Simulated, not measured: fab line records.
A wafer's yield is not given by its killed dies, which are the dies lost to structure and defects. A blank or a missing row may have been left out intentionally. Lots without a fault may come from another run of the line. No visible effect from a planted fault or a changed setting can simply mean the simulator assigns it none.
Split-lot study -- flow n5_finfet -- route with 1938 steps; 7 lots, 39 wafers read

## THE SPLIT
At N5_ZERO_LAYER_PECVD_02 (deposits SiO2 from SiH4/N2O, target thk 10 nm, time 6 s), the setting time_s was moved away from the recipe's 6 s on 15 of the 39 wafers read, by -49.9% to +45.7%. This setting was run at the recipe's value on the other wafers.

The reading comes from the split's own step.

## THE READING
SiO2_of_ZERO_LAYER_PECVD_02.thk_nm (the simulator's own value, which no gauge read), in nm, at N5_ZERO_LAYER_PECVD_02 (deposits SiO2 from SiH4/N2O, target thk 10 nm, time 6 s). The file gives no usual value for it. Average 9.881 nm, standard deviation 0.16 nm, over the 24 wafers here run with the recipe.

wafer,"tool, chamber at the split","time_s as run, s",against the recipe,"SiO2_of_ZERO_LAYER_PECVD_02.thk_nm, nm",against lot-mates on the recipe
L080.1,"pecvd-04, 1",6,recipe,9.932,-
L080.2,"pecvd-04, 0",6,recipe,9.977,-
L080.3,"pecvd-04, 2",6,recipe,10.1,-
L080.4,"pecvd-04, 0",6,recipe,10.11,-
L080.5,"pecvd-04, 1",6,recipe,10.03,-
L080.6,"pecvd-04, 2",6,recipe,10.07,-
L081.1,"pecvd-02, 1",6,recipe,9.953,-
L081.2,"pecvd-02, 2",4.987,-16.9%,8.208,-1.778
L081.3,"pecvd-02, 0",4.987,-16.9%,8.013,-1.973
L081.4,"pecvd-02, 1",6,recipe,10.08,-
L081.5,"pecvd-02, 0",4.987,-16.9%,8.045,-1.941
L081.6,"pecvd-02, 2",6,recipe,9.924,-
L083.1,"pecvd-04, 1",6,recipe,9.785,-
L083.2,"pecvd-04, 0",8.745,+45.7%,14.4,+4.503
L083.3,"pecvd-04, 2",6,recipe,9.845,-
L083.4,"pecvd-04, 2",8.745,+45.7%,14.55,+4.653
L083.5,"pecvd-04, 1",8.745,+45.7%,14.57,+4.673
L083.6,"pecvd-04, 0",6,recipe,10.06,-
L086.2,"pecvd-02, 1",6,recipe,9.608,-
L086.3,"pecvd-02, 0",6,recipe,9.605,-
L086.5,"pecvd-02, 0",6,recipe,9.678,-
L089.1,"pecvd-02, 2",6.987,+16.5%,11.5,+1.704
L089.2,"pecvd-02, 0",6,recipe,9.649,-
L089.3,"pecvd-02, 1",6.987,+16.5%,11.45,+1.654
L089.4,"pecvd-02, 2",6,recipe,9.944,-
L089.5,"pecvd-02, 1",6.987,+16.5%,11.56,+1.764
L089.6,"pecvd-02, 0",6,recipe,9.794,-
L091.1,"pecvd-02, 0",3.507,-41.5%,5.382,-4.525
L091.2,"pecvd-02, 2",6,recipe,9.812,-
L091.3,"pecvd-02, 1",3.507,-41.5%,5.521,-4.386
L091.4,"pecvd-02, 2",6,recipe,9.922,-
L091.5,"pecvd-02, 1",6,recipe,9.988,-
L091.6,"pecvd-02, 0",3.507,-41.5%,5.558,-4.349
L096.1,"pecvd-02, 0",6,recipe,9.744,-
L096.2,"pecvd-02, 1",3.008,-49.9%,4.67,-5.093
L096.3,"pecvd-02, 2",6,recipe,9.856,-
L096.4,"pecvd-02, 0",6,recipe,9.688,-
L096.5,"pecvd-02, 2",3.008,-49.9%,4.943,-4.820
L096.6,"pecvd-02, 1",3.008,-49.9%,4.781,-4.982

THE FIT
A straight line over all 39 wafers: SiO2_of_ZERO_LAYER_PECVD_02.thk_nm changes by +0.103 nm for each +1% of time_s; r = +1.00; the points scatter about the line by 0.14 nm.
The same after taking each lot's own level away (the mean of its wafers on the recipe; 39 wafers): +0.102 nm for each +1%; r = +1.00; scatter 0.12 nm.
The reading moves by 5.1 nm for the largest change in time_s, on that fit.
Measured against the standard deviation above, the lots' own levels, which go from 9.6303 to 10.0365 nm, span 2.6 times it.
Consequently the slope shifts little with the lot-to-lot level, the two slopes agreeing.
Check: with one of the wafers moved furthest among these (-49.9%) left out of the fit, the line predicts -5.12 nm for it against its lot-mates. Against them it came out at -5.09 nm.

## FILE'S OWN FIT
SiO2_of_ZERO_LAYER_PECVD_02.thk_nm changes by +0.102 nm for each +1% of time_s, r = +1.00.
